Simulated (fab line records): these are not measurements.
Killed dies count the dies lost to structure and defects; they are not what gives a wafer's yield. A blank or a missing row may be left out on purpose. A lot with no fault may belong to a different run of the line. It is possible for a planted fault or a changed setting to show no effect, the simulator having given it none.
Split-lot trial + flow n5-finfet + 21 wafers read across 7 lots, on a route 1938 steps long

== SPLIT DETAILS ==
At N5_BEOL_M0_SAQP_COAT_08 (resist thk 90 nm), the setting spin-rpm was moved away from the recipe's 1500 rpm on 3 of the 21 wafers read, by -11.1% to -8.5%. This setting was run at the recipe's value on the other wafers.

== FROM THE SPLIT TO THE READING: what the file shows between them, 5 steps ==
- N5_BEOL_M0_SAQP_EBR_10
- N5_BEOL_M0_SAQP_SOFTBAKE_09: time 60 s
- N5_BEOL_M0_SAQP_EXPOSE_11: exposes mask M0 CORE, target cd 42 nm
- N5_BEOL_M0_SAQP_PEB_12: peb time 60 s
- N5_BEOL_M0_SAQP_DEVELOP_13: develop time 30 s

== THE READING ==
CAR-ArF_of_BEOL_M0_SAQP_COAT_08.thk-nm (the simulator's own value, which no gauge read), in nm, at N5_BEOL_M0_SAQP_DESCUM_19 (chemistry O2, time 7.9 s). The file gives no usual value for it. Across the 18 wafers here that went through the recipe, the average is 83.4 nm and the standard deviation 0.14 nm.

| wafer  | tool, chamber at the split | spin-rpm as run, rpm | against the recipe | CAR-ArF_of_BEOL_M0_SAQP_COAT_08.thk-nm, nm | against lot-mates on the recipe |
|--------|----------------------------|----------------------|--------------------|--------------------------------------------|---------------------------------|
| L077.1 | litho-track-04, 0          | 1500                 | recipe             | 83.6                                       | -                               |
| L077.2 | litho-track-04, 0          | 1500                 | recipe             | 83.2                                       | -                               |
| L077.3 | litho-track-04, 0          | 1500                 | recipe             | 83.4                                       | -                               |
| L082.2 | litho-track-01, 0          | 1500                 | recipe             | 83.4                                       | -                               |
| L082.3 | litho-track-01, 0          | 1500                 | recipe             | 83.4                                       | -                               |
| L082.6 | litho-track-01, 0          | 1500                 | recipe             | 83.6                                       | -                               |
| L084.3 | litho-track-03, 0          | 1500                 | recipe             | 83.2                                       | -                               |
| L084.5 | litho-track-03, 0          | 1500                 | recipe             | 83.2                                       | -                               |
| L084.6 | litho-track-03, 0          | 1500                 | recipe             | 83.2                                       | -                               |
| L085.1 | litho-track-04, 0          | 1500                 | recipe             | 83.6                                       | -                               |
| L085.5 | litho-track-04, 0          | 1500                 | recipe             | 83.4                                       | -                               |
| L085.6 | litho-track-04, 0          | 1500                 | recipe             | 83.2                                       | -                               |
| L087.2 | litho-track-04, 0          | 1500                 | recipe             | 83.4                                       | -                               |
| L087.3 | litho-track-04, 0          | 1373                 | -8.5%              | 87.8                                       | +4.5                            |
| L087.6 | litho-track-04, 0          | 1500                 | recipe             | 83.2                                       | -                               |
| L089.2 | litho-track-01, 0          | 1500                 | recipe             | 83.4                                       | -                               |
| L089.5 | litho-track-01, 0          | 1334                 | -11.1%             | 89                                         | +5.6                            |
| L089.6 | litho-track-01, 0          | 1334                 | -11.1%             | 89                                         | +5.6                            |
| L093.2 | litho-track-01, 0          | 1500                 | recipe             | 83.4                                       | -                               |
| L093.3 | litho-track-01, 0          | 1500                 | recipe             | 83.4                                       | -                               |
| L093.6 | litho-track-01, 0          | 1500                 | recipe             | 83.2                                       | -                               |

THE FIT
A straight line over all 21 wafers: CAR-ArF_of_BEOL_M0_SAQP_COAT_08.thk-nm changes by -0.513 nm for each +1% of spin-rpm; r = -1.00; the points scatter about the line by 0.14 nm.
The same after taking each lot's own level away (the mean of its wafers on the recipe; 21 wafers): -0.512 nm for each +1%; r = -1.00; scatter 0.12 nm.
That fit puts the effect of the largest move of spin-rpm on the reading at 5.7 nm.
The span of the lots' own levels, 83.20 to 83.47 nm, comes to 1.9 times the standard deviation stated above.
Hence the lot-to-lot level has little effect on the slope; both slopes agree.
Check: +5.7 nm against its lot-mates is what the line predicts for one of the wafers moved furthest among these (-11.1%) when that wafer is left out of the fit. Against them it came out at +5.6 nm.

== THE WHOLE CHAIN: every reading that the file lists as answering this split, in the file's order ==
| step                       | what it does             | reading                                                                                 | change (the file's fit)               | r (the file's) |
|----------------------------|--------------------------|-----------------------------------------------------------------------------------------|---------------------------------------|----------------|
| N5_BEOL_M0_SAQP_COAT_08    | resist thk 90 nm         | CAR-ArF_of_BEOL_M0_SAQP_COAT_08.thk-nm (the simulator's own value, which no gauge read) | -0.501 nm for each +1% of the setting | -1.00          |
| N5_BEOL_M0_SAQP_DEVELOP_13 | develop time 30 s        | CAR-ArF_of_BEOL_M0_SAQP_COAT_08.thk-nm (the simulator's own value, which no gauge read) | -0.505 nm for each +1% of the setting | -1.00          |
| N5_BEOL_M0_SAQP_DESCUM_19  | chemistry O2, time 7.9 s | CAR-ArF_of_BEOL_M0_SAQP_COAT_08.thk-nm (the simulator's own value, which no gauge read) | -0.515 nm for each +1% of the setting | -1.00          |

== THE FILE'S OWN FIT ==
CAR-ArF_of_BEOL_M0_SAQP_COAT_08.thk-nm changes by -0.515 nm for each +1% of spin-rpm, r = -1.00.
